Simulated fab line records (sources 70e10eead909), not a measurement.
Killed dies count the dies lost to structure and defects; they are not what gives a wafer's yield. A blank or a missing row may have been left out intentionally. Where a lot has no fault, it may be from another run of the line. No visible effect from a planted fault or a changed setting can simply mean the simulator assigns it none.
A struck lot beside a sound one    flow nand harc    15 out of 1159 route steps
Sound: these wafers, L851.2, L851.4, L851.6. Wafers struck: L854.3, L854.4. Last of all comes the cause.
At each step with rows: each side's tool, then ch and its chambers, then its first start. Under that, the readings that differ: sound wafers    struck wafers    difference of the means    sigmas: that difference in standard deviations of wafers without a fault.
alike: words and numbers the same on both sides, and readings whose means are apart by under 2 such deviations; not compared: readings that were withheld, readings missing a value for some wafer, numbers with overlapping values and no deviation given by the record, and bounds like >300 which may hide the same value.
The two part at a step that has a row with sigmas, a row that says differs or no value, or rows on one side only. Non-overlapping numbers with no deviation appear without sigmas and do not part them. A reading that every wafer of one side lacks parts them only if that side has two wafers or more.

first, 1 step without rows for these wafers: NHARC_A_ONON_D1_DEP_06 (target thk 1000 nm).
NHARC_A_ONON_D1_THK_MEAS_08: measures by ellipsometry.
  sound on film metro-02, day 10 19:34; struck on film metro-01, day 11 19:35
  alike: thk nm
next comes 1 step that has no rows for these wafers: NHARC_A_ONON_D1_DEP_09 (target thickness 1000 nm).
NHARC_A_ONON_D1_THK_MEAS_11: measures by ellipsometry.
  sound on film metro-02, day 10 20:08; struck on film metro-02, day 11 20:10
  alike: thk nm
next comes 1 step that has no rows for these wafers: NHARC_A_ONON_D1_DEP_12 (target thickness 1000 nm).
NHARC_A_ONON_D1_THK_MEAS_14: measures by ellipsometry.
  sound on film metro-02, day 10 20:42; struck on film metro-01, day 11 20:45
  alike: thk nm
then, 2 steps without rows for these wafers: NHARC_A_ONON_D1_ANNEAL_15 (time 3600 s); NHARC_A_ONON_D1_DEP_16 (target thk 1000 nm).
NHARC_A_ONON_D1_THK_MEAS_18: measures by ellipsometry.
  sound on film metro-02, day 11 03:46; struck on film metro-01, day 12 03:55
  alike: thk nm
next comes 1 step that has no rows for these wafers: NHARC_A_ONON_D1_DEP_19 (target thickness 1000 nm).
NHARC_A_ONON_D1_THK_MEAS_21: measures by ellipsometry.
  sound on film metro-02, day 11 04:28; struck on film metro-01, day 12 04:36
  alike: thk nm
NHARC_A_ONON_D1_DEP_22: target thk 1000 nm.
  sound on pecvd onon-01 ch 0, day 11 04:35; struck on pecvd onon-02 ch 0, day 12 04:47
NHARC_A_ONON_D1_THK_MEAS_24: measures by ellipsometry.
  sound on film metro-01, day 11 05:04; struck on film metro-01, day 12 05:12
reading      sound           struck   difference  sigmas
thk nm (nm)  1026 1025 1025  644 643  -382        -32
next comes 1 step that has no rows for these wafers: NHARC_A_ONON_D1_DEP_25 (target thickness 1000 nm).
-- the record jumps here: 12 days lie between the struck wafers' starts before and after (it left off in module A_ONON_D1 and takes up again in module END, whose first step shown is number 1159 of the route) --
NHARC_END_SORT_01:
  only the struck wafers appear in the record here, on prober-02 ch 0 at day 24 02:45; the sound ones have no rows

## WHERE THEY PART
At NHARC_A_ONON_D1_THK_MEAS_24 first; at NHARC_END_SORT_01 last (within this record only).

WHY: whatever the simulator had introduced
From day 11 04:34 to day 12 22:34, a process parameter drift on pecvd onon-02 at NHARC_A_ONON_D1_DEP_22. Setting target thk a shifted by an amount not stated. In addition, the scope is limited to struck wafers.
